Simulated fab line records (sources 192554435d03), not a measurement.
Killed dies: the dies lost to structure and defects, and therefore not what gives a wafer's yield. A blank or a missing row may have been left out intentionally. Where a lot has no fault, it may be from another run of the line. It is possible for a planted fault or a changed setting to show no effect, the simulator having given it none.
fab line records | flow n5Finfet
record lots=10 wafers=30 lastDay=16
route steps=1938 shown BEOL_M11@1552 PASSIVATION@1936
lots that met no fault: from a run of the same line without faults
startH: start of the lot's first displayed wafer, in hours after the record's first day | waitH: hours since the lot's step before | " as in the row above | L1.1+2: several wafers, shown together as one row | - value missing, or start not given | * or withheld: withheld | < > ~ a bound
route shown NAME@n: names a module that has steps shown in the file, with the first one's number in the route | usual: mean and standard deviation over wafers with no fault | same: alike in all rows | chamber/n: place in a boat | sites: per-site readings | _std_site: standard deviation of those values | _edge_site: outer sites' mean less inner sites' | radiusMm: how far each site lies from the wafer's centre | mask NAME#n: copy n | behind: tool/chamber where the wafer was last shaped | hold: reason for holding the lot/hours on hold/outcome of the hold | device: names the non-switching transistor (n, p or np) | end of line: the same wafers' tests at the end of the route | step lacking rows: just its recipe | killed: count of dies lost to structure and defects at first sort (not the wafer's yield) | map: a wafer's dies, x killed, . not, _ none there
set.NAME: the setting that was run; set.NAME@STEP: the one run at that earlier step | model.NAME: the simulator's own value behind a step, which no gauge read
a sample of lots followed through the steps of the route, with each step as a table and each wafer as a row
services: when a tool's chamber went out of use (startH, in hours from the record's first day, below 0 if earlier), for how many hours, and the reason
## steps
# step N5_BEOL_M11_DESCUM_16
# recipe chemistry=O2 timeS=7.9 sourcePowerW=50 biasPowerW=20 pressureMtorr=20 rfFrequencyHz=2.712e+07 tempC=40 resist=CAR-ArF o2FlowSccm=225
# usual drypumpMotorCurrentA=5.6/0.44 oesProductAu=0.82/0.085 rfVppV=242.7/1.3 showerheadPlenumPTorr=2.06/0.063 throttleValvePct=20.20/0.21
# columns lot.wafer tool chamber startH waitH drypumpMotorCurrentA oesProductAu rfHoursCounterH rfVppV showerheadPlenumPTorr throttleValvePct
L648.3 rieDiel-03 0 216.83 0.0 6.0 0.68 249 243.4 2.04 20.10
L648.4 " 3 " " 5.7 0.67 - 244.5 2.06 20.57
L648.6 " 0 " " 6.0 0.67 - 243.1 2.04 20.10
L650.1 rieDiel-01 3 233.69 0.7 5.6 0.76 168 244.8 2.17 20.22
L650.2 " 0 " " 5.0 0.90 23 241.0 2.06 20.07
L650.3 " 2 " " 5.2 0.76 149 242.4 2.02 20.35
L649.1 rieDiel-01 3 235.94 0.2 5.6 0.74 170 243.1 2.17 20.20
L649.3 " 1 " " 5.7 0.83 90 241.8 2.02 20.13
L649.5 " 1 " " 5.8 0.83 - 241.7 2.02 20.11
L652.3 rieDiel-01 0 245.22 0.0 5.0 0.91 24 241.8 2.06 20.07
L652.5 " 1 " " 5.8 0.83 - 241.5 2.02 20.12
L652.6 " 2 " " 5.2 0.76 - 241.8 2.02 20.38
L651.1 rieDiel-01 1 246.72 0.1 5.8 0.83 95 242.9 2.02 20.12
L651.5 " 1 " " 5.8 0.83 - 243.2 2.02 20.12
L651.6 " 2 " " 5.2 0.76 - 240.6 2.01 20.37
L653.3 rieDiel-01 3 255.70 0.0 5.6 0.74 177 243.8 2.16 20.20
L653.4 " 3 " " 5.6 0.75 - 244.7 2.16 20.21
L653.6 " 1 " " 5.8 0.82 - 240.9 2.02 20.13
L663.2 rieDiel-03 3 326.25 0.0 5.7 0.93 12 243.7 2.05 20.30
L663.4 " 2 " " 5.1 0.86 54 243.6 2.10 20.03
L663.5 " 1 " " 6.3 0.87 - 242.3 2.14 20.57
L664.2 rieDiel-03 0 329.99 0.0 6.0 0.93 20 243.7 2.03 19.81
L664.5 " 2 " " 5.0 0.86 - 244.1 2.10 20.03
L664.6 " 1 " " 6.3 0.86 - 243.3 2.13 20.56
L666.1 rieDiel-03 0 343.29 0.3 6.0 0.92 24 241.4 2.03 19.82
L666.2 " 1 " " 6.3 0.85 36 244.2 2.13 20.57
L666.6 " 3 " " 5.7 0.92 - 241.3 2.05 20.31
L668.1 rieDiel-03 1 349.59 0.0 6.3 0.85 38 242.6 2.13 20.57
L668.3 " 3 " " 5.7 0.91 20 241.5 2.05 20.30
L668.4 " 2 " " 5.0 0.85 61 243.1 2.10 20.04
# step N5_BEOL_M11_STRIP_67
# recipe chemistry=CF4 resist=SiARC powerW=300 biasPowerW=75 pressureMtorr=50 cf4FlowSccm=150 rfFrequencyHz=6e+07
# usual drypumpMotorCurrentA=5.6/0.43 oesProductAu=0.82/0.077 rfVppV=270.6/1.5 showerheadPlenumPTorr=1.77/0.056 throttleValvePct=13.40/0.19
# columns lot.wafer tool chamber startH waitH drypumpMotorCurrentA oesProductAu rfHoursCounterH rfVppV showerheadPlenumPTorr throttleValvePct
L648.3 rieDiel-03 0 217.06 0.0 6.0 0.68 249 273.4 1.76 13.53
L648.4 " 3 " " 5.7 0.68 - 272.7 1.78 13.89
L648.6 " 0 " " 6.0 0.67 - 269.9 1.76 13.54
L650.1 rieDiel-01 3 233.92 0.0 5.6 0.75 169 273.0 1.87 13.54
L650.2 " 1 " " 5.8 0.83 89 269.4 1.75 13.32
L650.3 " 2 " " 5.2 0.78 149 270.0 1.73 13.58
L649.1 rieDiel-01 3 236.17 0.0 5.6 0.75 170 271.5 1.87 13.52
L649.3 " 1 " " 5.8 0.83 90 268.6 1.75 13.33
L649.5 " 1 " " 5.8 0.83 - 269.5 1.75 13.32
L652.3 rieDiel-01 0 245.45 0.0 4.9 0.91 24 271.7 1.75 13.14
L652.5 " 1 " " 5.8 0.82 - 270.7 1.74 13.33
L652.6 " 2 " " 5.2 0.77 - 269.7 1.73 13.58
L651.1 rieDiel-01 1 246.95 0.0 5.8 0.83 95 269.7 1.74 13.33
L651.5 " 1 " " 5.8 0.82 - 269.9 1.74 13.35
L651.6 " 2 " " 5.2 0.77 - 270.5 1.73 13.59
L653.3 rieDiel-01 3 255.93 0.0 5.6 0.74 178 270.8 1.87 13.55
L653.4 " 3 " " 5.6 0.74 - 271.3 1.87 13.54
L653.6 " 1 " " 5.8 0.83 - 269.9 1.74 13.35
L663.2 rieDiel-03 3 326.49 0.0 5.7 0.92 12 269.7 1.77 13.38
L663.4 " 2 " " 5.0 0.85 54 270.3 1.83 13.34
L663.5 " 1 " " 6.3 0.86 - 272.6 1.82 13.56
L664.2 rieDiel-03 0 330.23 0.0 6.0 0.90 20 269.6 1.75 13.04
L664.5 " 2 " " 5.0 0.85 - 273.0 1.83 13.33
L664.6 " 1 " " 6.3 0.86 - 272.7 1.82 13.54
L666.1 rieDiel-03 0 343.52 0.0 6.0 0.91 24 270.4 1.75 13.06
L666.2 " 1 " " 6.3 0.86 36 273.3 1.82 13.57
L666.6 " 3 " " 5.7 0.90 - 270.6 1.77 13.39
L668.1 rieDiel-03 1 349.82 0.0 6.3 0.85 38 270.9 1.82 13.56
L668.3 " 3 " " 5.7 0.90 20 271.8 1.77 13.39
L668.4 " 2 " " 5.0 0.84 61 271.2 1.83 13.37
# step N5_BEOL_M11_INSPECT_30
# recipe mode=adi inspectInstrument=brightfield
# usual rawDefectCount=411/110
# columns lot.wafer tool chamber startH waitH rawDefectCount
L648.3 defectInspect-01 - 219.85 0.0 533
L648.4 " - " " 433
L648.6 " - " " 504
L650.1 defectInspect-02 - 234.92 0.0 549
L650.2 " - " " 451
L650.3 " - " " 367
L649.1 defectInspect-01 - 237.03 0.0 400
L649.3 " - " " 371
L649.5 " - " " 462
L652.3 defectInspect-01 - 246.58 0.0 420
L652.5 " - " " 860
L652.6 " - " " 456
L651.1 defectInspect-02 - 248.59 0.0 1099
L651.5 " - " " 1134
L651.6 " - " " 645
L653.3 defectInspect-02 - 257.87 0.0 455
L653.4 " - " " 380
L653.6 " - " " 902
L663.2 defectInspect-02 - 328.59 0.0 407
L663.4 " - " " 284
L663.5 " - " " 280
L664.2 defectInspect-02 - 330.82 0.0 367
L664.5 " - " " 272
L664.6 " - " " 336
L666.1 defectInspect-01 - 344.76 0.0 335
L666.2 " - " " 290
L666.6 " - " " 268
L668.1 defectInspect-01 - 351.09 0.0 464
L668.3 " - " " 484
L668.4 " - " " 459
# step N5_BEOL_M11_DESCUM_33
# recipe chemistry=O2 timeS=7.9 sourcePowerW=50 biasPowerW=20 pressureMtorr=20 rfFrequencyHz=2.712e+07 tempC=40 resist=CAR-ArF o2FlowSccm=225
# usual drypumpMotorCurrentA=5.6/0.44 oesProductAu=0.82/0.088 rfVppV=242.7/1.3 showerheadPlenumPTorr=2.06/0.067 throttleValvePct=20.22/0.2
# columns lot.wafer tool chamber startH waitH drypumpMotorCurrentA oesProductAu rfHoursCounterH rfVppV showerheadPlenumPTorr throttleValvePct
L648.3 rieDiel-01 3 220.25 0.4 5.6 0.75 164 243.2 2.17 20.19
L648.4 " 3 " " 5.6 0.75 - 243.5 2.17 20.18
L648.6 " 0 " " 5.0 0.91 - 243.0 2.06 20.06
L650.1 rieDiel-03 1 235.65 0.7 6.3 0.96 1 243.4 2.15 20.51
L650.2 " 2 " " 5.0 0.91 23 243.5 2.12 19.99
L650.3 " 3 " " 5.7 0.66 256 241.3 2.06 20.58
L649.1 rieDiel-01 1 237.06 0.0 5.8 0.83 91 242.9 2.02 20.12
L649.3 " 3 " " 5.6 0.74 170 243.6 2.17 20.21
L649.5 " 2 " " 5.2 0.75 - 241.6 2.02 20.36
L652.3 rieDiel-04 2 246.68 0.1 6.2 0.84 68 243.5 2.12 19.97
L652.5 " 2 " " 6.2 0.86 - 244.9 2.12 19.96
L652.6 " 1 " " 5.7 0.75 - 237.7 1.92 20.27
L651.1 rieDiel-03 3 248.67 0.1 5.7 0.66 262 243.3 2.06 20.60
L651.5 " 1 " " 6.3 0.94 - 245.1 2.14 20.52
L651.6 " 3 " " 5.7 0.66 - 242.0 2.06 20.60
L653.3 rieDiel-01 3 257.95 0.1 5.6 0.74 178 245.0 2.16 20.21
L653.4 " 0 " " 5.0 0.89 27 242.1 2.06 20.07
L653.6 " 3 " " 5.6 0.74 - 245.0 2.16 20.22
L663.2 rieDiel-01 3 328.63 0.0 5.6 0.72 200 244.2 2.16 20.24
L663.4 " 0 " " 5.0 0.85 47 242.1 2.05 20.10
L663.5 " 0 " " 5.0 0.85 - 243.0 2.05 20.09
L664.2 rieDiel-03 1 331.09 0.3 6.3 0.87 34 243.5 2.13 20.57
L664.5 " 3 " " 5.7 0.94 - 241.8 2.05 20.31
L664.6 " 2 " " 5.0 0.86 - 244.0 2.10 20.03
L666.1 rieDiel-03 3 344.79 0.0 5.7 0.90 18 242.5 2.05 20.32
L666.2 " 1 " " 6.3 0.86 37 243.2 2.13 20.58
L666.6 " 0 " " 6.0 0.93 - 241.2 2.03 19.82
L668.1 rieDiel-01 2 351.12 0.0 5.2 0.73 189 242.6 2.00 20.41
L668.3 " 1 " " 5.7 0.79 126 242.0 2.01 20.19
L668.4 " 3 " " 5.6 0.72 206 243.3 2.15 20.25
# step N5_BEOL_M11_OCD_MEAS_38
# usual trenchDepthNm=149/3
# columns lot.wafer tool chamber startH waitH trenchDepthNm
L648.3 ocd-02 - 220.74 - 148
L648.4 " - " " 148
L648.6 " - " " 147
L650.1 ocd-02 - 236.15 - 154
L650.2 " - " " 153
L650.3 " - " " 147
L649.1 ocd-01 - 237.56 - 149
L649.3 " - " " 146
L649.5 " - " " 147
L652.3 ocd-01 - 247.18 - 149
L652.5 " - " " 148
L652.6 " - " " 147
L651.1 ocd-01 - 249.16 - 146
L651.5 " - " " 157
L651.6 " - " " 147
L653.3 ocd-02 - 258.45 - 146
L653.4 " - " " 144
L653.6 " - " " 147
L663.2 ocd-01 - 329.12 - 147
L663.4 " - " " 146
L663.5 " - " " 146
L664.2 ocd-02 - 331.58 - 152
L664.5 " - " " 151
L664.6 " - " " 151
L666.1 ocd-01 - 345.28 - 154
L666.2 " - " " 151
L666.6 " - " " 153
L668.1 ocd-01 - 351.62 - 149
L668.3 " - " " 148
L668.4 " - " " 148
# step N5_PASSIVATION_PROBE_49
# usual defectLimitedYield=91.2/1.6 killed_at_M0_to_M3=34/11 killed_at_M4_up=14/5.7 killedAtContacts=14/6.6 killedAtFrontEnd=37/10 killedAtOther=4/3.2 killedDies=104/19 killedOnRim=14/4.1 killedOpen=69/13 killedShort=33/8.7 sort_bin_5_function=5.1/1 sort_bin_6_memory=3.3/0.76 sort_bin_8_speed=0.00/0.016 sortNPass=1076/19 sortYieldPct=91.2/1.6
# same grossDies=1180 killedAtBackSide=0 sort_bin_4_leakage[%]=0
# columns lot.wafer tool chamber startH waitH defectLimitedYield[%] killed_at_M0_to_M3 killed_at_M4_up killedAtContacts killedAtFrontEnd killedAtOther killedDies killedOnRim killedOpen killedShort sort_bin_5_function[%] sort_bin_6_memory[%] sort_bin_8_speed[%] sortNPass sortYieldPct[%]
L652.3 prober-01 - 284.68 0.1 89.1 50 27 12 35 5 129 17 81 46 6.3 4.2 0 1051 89.1
L652.5 prober-01 - 284.78 0.2 81.5 47 116 15 38 2 218 32 83 38 10.8 5.3 0 962 81.5
L652.6 prober-01 - 284.83 0.3 86.6 79 19 19 40 1 158 18 99 58 7.2 5.6 0 1022 86.6
L651.1 prober-02 - 291.53 0.0 85.5 23 105 13 29 1 171 27 46 25 9.7 2.9 0 1009 85.5
L651.5 prober-02 - 291.73 0.2 86.0 24 117 8 15 1 165 25 44 16 8.4 3.5 0 1015 86.0
L651.6 prober-02 - 291.78 0.3 93.0 32 11 10 28 2 83 11 56 26 3.7 3.1 0.08 1097 93.0
L653.3 prober-01 - 297.49 0.1 90.7 27 10 17 52 4 110 13 85 24 5.3 3.9 0 1070 90.7
L653.4 prober-01 - 297.54 0.2 92.0 28 10 14 38 4 94 7 62 32 5.3 2.5 0 1086 92.0
L653.6 prober-01 - 297.64 0.3 83.9 25 109 14 37 5 190 27 62 27 9.7 4.2 0 990 83.9
L663.2 prober-02 - 373.98 0.1 93.0 20 7 13 42 1 83 14 50 33 3.8 3.1 0 1097 93.0
L663.4 prober-02 - 374.08 0.2 89.5 49 16 11 48 0 124 21 84 37 5.9 3.7 0 1056 89.5
L663.5 prober-02 - 374.13 0.2 90.6 36 13 8 50 4 111 9 79 31 6.3 2.9 0 1069 90.6
L664.2 prober-02 - 379.13 0.1 90.7 40 14 16 40 0 110 16 74 36 5.5 3.1 0 1070 90.7
L664.5 prober-02 - 379.28 0.2 92.7 24 7 12 42 1 86 7 51 32 4.2 2.8 0 1094 92.7
L664.6 prober-02 - 379.33 0.3 92.2 31 12 15 34 0 92 11 61 31 4.7 2.8 0 1088 92.2
L666.1 prober-01 - 390.01 0.0 90.9 35 10 22 39 1 107 19 73 32 5.8 3.1 0 1073 90.9
L666.2 prober-01 - 390.06 0.1 89.6 41 15 29 38 0 123 19 76 45 6.2 3.7 0.08 1057 89.6
L666.6 prober-01 - 390.26 0.3 91.4 15 22 34 28 3 102 12 81 19 4.2 4.3 0 1078 91.4
# killed by level:class
L652.3 BEOL_M4:geometricParticle:open=18 MOL_CONTACT_COAG:geometricParticle:open=11 BEOL_M0_SAQP:geometricParticle:open=11 BEOL_M0_SAQP:geometricParticle:short=11 FIN_SAQP:geometricParticle:open=10 BEOL_M1:geometricParticle:open=9 FIN_SAQP:geometricParticle:short=7 BEOL_M1:geometricParticle:short=6
L652.5 BEOL_M11:unspecified=97 MOL_CONTACT_COAG:geometricParticle:open=11 BEOL_M1:geometricParticle:open=11 BEOL_M4:geometricParticle:open=11 BEOL_M0_SAQP:geometricParticle:short=9 FIN_SAQP:geometricParticle:short=8 BEOL_M0:geometricParticle:open=8 BEOL_M3:geometricParticle:open=6
L652.6 BEOL_M0_SAQP:geometricParticle:open=25 BEOL_M0_SAQP:geometricParticle:short=23 MOL_CONTACT_COAG:geometricParticle:open=17 FIN_SAQP:geometricParticle:short=12 BEOL_M1:geometricParticle:open=10 BEOL_M4:geometricParticle:open=10 BEOL_M2:geometricParticle:open=9 FIN_SAQP:geometricParticle:open=5
L651.1 BEOL_M11:unspecified=100 STI_FIN_REVEAL:geometricParticle:open=12 MOL_CONTACT_COAG:geometricParticle:open=11 BEOL_M2:geometricParticle:open=4 BEOL_M0_SAQP:geometricParticle:open=4 BEOL_M1:geometricParticle:open=4 BEOL_M1:geometricParticle:short=3 BEOL_M3:geometricParticle:short=3
L651.5 BEOL_M11:unspecified=104 MOL_CONTACT_COAG:geometricParticle:open=7 BEOL_M0_SAQP:geometricParticle:open=7 BEOL_M1:geometricParticle:open=6 STARTING-WAFER:geometricParticle:open=4 BEOL_M0_SAQP:geometricParticle:short=3 BEOL_M3:geometricParticle:open=3 BEOL_M4:geometricParticle:open=3
L651.6 STI_FIN_REVEAL:geometricParticle:open=7 MOL_CONTACT_COAG:geometricParticle:open=7 BEOL_M1:geometricParticle:open=7 FIN_SAQP:geometricParticle:short=6 BEOL_M0_SAQP:geometricParticle:short=5 BEOL_M0_SAQP:geometricParticle:open=5 BEOL_M0:geometricParticle:open=5 FIN_SAQP:geometricParticle:open=4
L653.3 STI_FIN_REVEAL:geometricParticle:open=27 MOL_CONTACT_COAG:geometricParticle:open=15 BEOL_M3:geometricParticle:open=11 BEOL_M1:geometricParticle:open=8 STI_FIN_REVEAL:geometricParticle:short=6 GATE_CUT:geometricParticle:short=6 BEOL_M4:geometricParticle:open=6 GATE_CUT:geometricParticle:open=4
L653.4 BEOL_M1:geometricParticle:short=12 MOL_CONTACT_COAG:geometricParticle:open=10 STI_FIN_REVEAL:geometricParticle:open=9 DUMMY_GATE:geometricParticle:open=7 BEOL_M1:geometricParticle:open=5 BEOL_M3:geometricParticle:open=5 FIN_SAQP:geometricParticle:short=4 FIN_SAQP:geometricParticle:open=4
L653.6 BEOL_M11:unspecified=101 STI_FIN_REVEAL:geometricParticle:open=13 MOL_CONTACT_COAG:geometricParticle:open=13 FIN_SAQP:geometricParticle:open=7 FIN_SAQP:geometricParticle:short=5 BEOL_M0_SAQP:geometricParticle:open=5 BEOL_M3:geometricParticle:short=4 BEOL_M3:geometricParticle:open=4
L663.2 DUMMY_GATE:geometricParticle:open=10 MOL_CONTACT_COAG:geometricParticle:open=10 FIN_SAQP:geometricParticle:short=8 FIN_SAQP:geometricParticle:open=6 BEOL_M2:geometricParticle:open=6 BEOL_M0_SAQP:geometricParticle:short=5 GATE_CUT:geometricParticle:short=4 BEOL_M0_SAQP:geometricParticle:open=4
L663.4 FIN_SAQP:geometricParticle:open=18 BEOL_M1:geometricParticle:open=12 BEOL_M0_SAQP:geometricParticle:open=10 BEOL_M0_SAQP:geometricParticle:short=9 MOL_CONTACT_COAG:geometricParticle:open=8 BEOL_M0:geometricParticle:open=6 STI_FIN_REVEAL:geometricParticle:open=6 GATE_CUT:geometricParticle:short=5
L663.5 FIN_SAQP:geometricParticle:open=10 STI_FIN_REVEAL:geometricParticle:open=10 FIN_SAQP:geometricParticle:short=8 BEOL_M0_SAQP:geometricParticle:open=7 BEOL_M0:geometricParticle:open=7 DUMMY_GATE:geometricParticle:open=6 MOL_CONTACT_COAG:geometricParticle:open=6 BEOL_M0_SAQP:geometricParticle:short=6
L664.2 FIN_SAQP:geometricParticle:short=13 MOL_CONTACT_COAG:geometricParticle:open=13 BEOL_M2:geometricParticle:open=10 BEOL_M3:geometricParticle:open=9 FIN_SAQP:geometricParticle:open=7 BEOL_M1:geometricParticle:open=7 BEOL_M0_SAQP:geometricParticle:short=5 GATE_CUT:geometricParticle:short=5
L664.5 MOL_CONTACT_COAG:geometricParticle:open=10 FIN_SAQP:geometricParticle:short=8 BEOL_M0_SAQP:geometricParticle:short=6 BEOL_M1:geometricParticle:open=6 STI_FIN_REVEAL:geometricParticle:open=5 BEOL_M0_SAQP:geometricParticle:open=5 STARTING-WAFER:geometricParticle:short=5 STARTING-WAFER:geometricParticle:open=4
L664.6 MOL_CONTACT_COAG:geometricParticle:open=13 BEOL_M1:geometricParticle:open=11 FIN_SAQP:geometricParticle:open=9 BEOL_M3:geometricParticle:open=8 GATE_CUT:geometricParticle:short=7 FIN_SAQP:geometricParticle:short=5 BEOL_M2:geometricParticle:open=4 BEOL_M2:geometricParticle:short=4
L666.1 MOL_CONTACT_COAG:geometricParticle:open=20 STI_FIN_REVEAL:geometricParticle:open=9 BEOL_M0_SAQP:geometricParticle:open=8 BEOL_M0_SAQP:geometricParticle:short=7 DUMMY_GATE:geometricParticle:open=6 BEOL_M2:geometricParticle:short=5 BEOL_M3:geometricParticle:open=5 BEOL_M1:geometricParticle:open=4
L666.2 MOL_CONTACT_COAG:geometricParticle:open=22 STI_FIN_REVEAL:geometricParticle:open=11 BEOL_M0_SAQP:geometricParticle:short=9 MOL_CONTACT_COAG:geometricParticle:short=7 BEOL_M3:geometricParticle:open=7 BEOL_M4:geometricParticle:open=7 BEOL_M1:geometricParticle:short=5 BEOL_M5:geometricParticle:open=5
L666.6 MOL_CONTACT_COAG:geometricParticle:open=32 STI_FIN_REVEAL:geometricParticle:open=9 BEOL_M4:geometricParticle:open=7 FIN_SAQP:geometricParticle:open=6 BEOL_M8:geometricParticle:open=5 BEOL_M2:geometricParticle:open=4 DUMMY_GATE:geometricParticle:open=3 BEOL_M0_SAQP:geometricParticle:open=3
## services
# columns tool chamber startH hours kind
rieDiel-04 3 198.65 1.7 repair
rieDiel-03 1 213.86 - clean
rieDiel-03 1 213.86 - consumableReplace:focusRing
rieDiel-03 1 213.86 20.2 scheduledDown
rieDiel-03 1 213.86 20.2 ventCycle
rieDiel-01 1 218.33 2.2 repair
rieDiel-03 0 234.11 - clean
rieDiel-03 0 234.11 - consumableReplace:focusRing
rieDiel-03 0 234.11 26.9 scheduledDown
rieDiel-03 0 234.11 26.9 ventCycle
rieDiel-04 0 235.68 - clean
rieDiel-04 0 235.68 - consumableReplace:focusRing
rieDiel-04 0 235.68 26.3 scheduledDown
rieDiel-04 0 235.68 26.3 ventCycle
rieDiel-04 - 237.68 2.8 pm
rieDiel-01 0 254.85 1.3 repair
rieDiel-03 3 261.00 - clean
rieDiel-03 3 261.00 - consumableReplace:focusRing
rieDiel-03 3 261.00 17.3 scheduledDown
rieDiel-03 3 261.00 17.3 ventCycle
rieDiel-01 0 269.55 3.6 repair
rieDiel-04 - 288.48 2.1 repair
rieDiel-01 1 305.80 8.6 repair
rieDiel-03 1 336.61 1.6 repair
## key
firstSign step=N5_BEOL_M11_INSPECT_30 reading=rawDefectCount direction=up sigmas=5.5 usual=411 struck=999
effect step=N5_PASSIVATION_PROBE_49 reading=killed_at_M4_up direction=up sigmas=17 usual=14 struck=112
moreKillsBornAt N5_BEOL_M11_STRIP_67@rieDiel-01=402
metAt N5_BEOL_M11_STRIP_67
struckLots L651,L652,L653
struckWafers L651.1,L651.5,L652.5,L653.6
notActingAt N5_BEOL_M11_DESCUM_16,N5_BEOL_M11_DESCUM_33,N5_BEOL_M11_OCD_MEAS_38
onsetBetween 236.17 245.45
fault kind=chamberParticleSource tool=rieDiel-01 chamber=1 onsetH=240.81 steps=N5_BEOL_M11_STRIP_67 ratePerVisitCm2=0.87792 endH=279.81
